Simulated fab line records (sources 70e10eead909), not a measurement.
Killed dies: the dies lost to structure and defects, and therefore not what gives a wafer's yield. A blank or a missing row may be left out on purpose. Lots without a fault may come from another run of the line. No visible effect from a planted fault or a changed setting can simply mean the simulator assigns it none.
The same fault as seen by 2 desks / flow nandHarc / each desk holds nothing but its own numbers, with what lay behind them at the end

== DESK OF THE TOOL OWNER: rieSi-05 ==
The tool's own readings at NHARC_A_CHANNEL_FILL_D1_ETCHBACK_19 (etches the open film in HBr/Cl2, target depth 5 nm, time 1.7 s): means of the sampled wafers that have a number, for each lot that ran on this tool. Any lot whose mean is over 4 standard deviations away from the usual mean is out of limits and marked OUT; that distance is given in the brackets.
Columns: A = drypumpMotorCurrentA at NHARC_A_CHANNEL_FILL_D1_ETCHBACK_19, usual 5.8 A; B = oesProductAu at NHARC_A_CHANNEL_FILL_D1_ETCHBACK_19, usual 0.998 a.u.; C = throttleValvePct at NHARC_A_CHANNEL_FILL_D1_ETCHBACK_19, usual 26.406 %
lot=L487; first seen here=day 10 11:23; A=5.7; B=0.994; C=26.392
lot=L490; first seen here=day 11 09:40; A=5.6; B=0.995; C=26.399
lot=L493; first seen here=day 12 05:35; A=5.9; B=0.993; C=26.404
lot=L497; first seen here=day 13 20:09; A=5.8; B=0.883 (-12) OUT; C=26.405
lot=L500; first seen here=day 14 03:36; A=6.0; B=0.920 (-8.0) OUT; C=26.407
lot=L503; first seen here=day 14 13:54; A=6.0; B=0.926 (-7.5) OUT; C=26.405
Finding of this desk: L497, L500, L503 out of limits; the first was L497 at day 13 20:09, on oesProductAu at NHARC_A_CHANNEL_FILL_D1_ETCHBACK_19. L487, L490, L493 stayed within limits.

== FROM THE METROLOGY DESK ==
Means of the sampled wafers that have a number, per lot and without regard to the tool the lot ran on: this is what the gauges read. Any lot whose mean is over 4 standard deviations away from the usual mean is out of limits and marked OUT; that distance is given in the brackets.
Columns: A = overlayXNm at NHARC_A_CHANNEL_HOLE_D1_OVL_MEAS_11, usual 0.1 nm; B = overlayYNm at NHARC_A_CHANNEL_HOLE_D1_OVL_MEAS_11, usual 0.2 nm
lot=L484; first seen here=day 8 12:18; A=1.1; B=0.3
lot=L487; first seen here=day 9 00:28; A=-0.4; B=0.1
lot=L485; first seen here=day 9 03:56; A=0.1; B=0.2
lot=L489; first seen here=day 9 04:46; A=0.0; B=-0.2
lot=L488; first seen here=day 9 08:07; A=-0.5; B=0.7
lot=L490; first seen here=day 9 23:35; A=-1.3; B=0.4
lot=L493; first seen here=day 10 21:35; A=1.8; B=0.8
lot=L496; first seen here=day 11 10:07; A=0.2; B=1.5
lot=L497; first seen here=day 12 08:33; A=0.2; B=-0.8
lot=L500; first seen here=day 12 17:47; A=-0.6; B=-0.8
lot=L503; first seen here=day 13 06:45; A=0.9; B=0.6
lot=L506; first seen here=day 14 01:00; A=-0.5; B=0.2
This desk's finding: nothing out of limits on any of the 12 lots.

== ALL TOGETHER ==
At day 13 20:09, on L497, L500, L503, the tool owner's desk was in a position to raise an alarm.
At the metrology desk, nothing out of limits was observed.
The metrology desk has L497, L500, L503 on record, within its limits.
On rieSi-05, each named lot ran NHARC_A_CHANNEL_FILL_D1_ETCHBACK_19.

== WHAT WAS PUT IN BY THE SIMULATOR ==
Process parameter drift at NHARC_A_CHANNEL_FILL_D1_ETCHBACK_19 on rieSi-05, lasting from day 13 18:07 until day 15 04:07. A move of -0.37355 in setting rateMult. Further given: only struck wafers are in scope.
Struck lots among those shown: L497, L500, L503.
Each desk's first reading out of limits, in hours after the fault started: the tool owner's desk, 2.
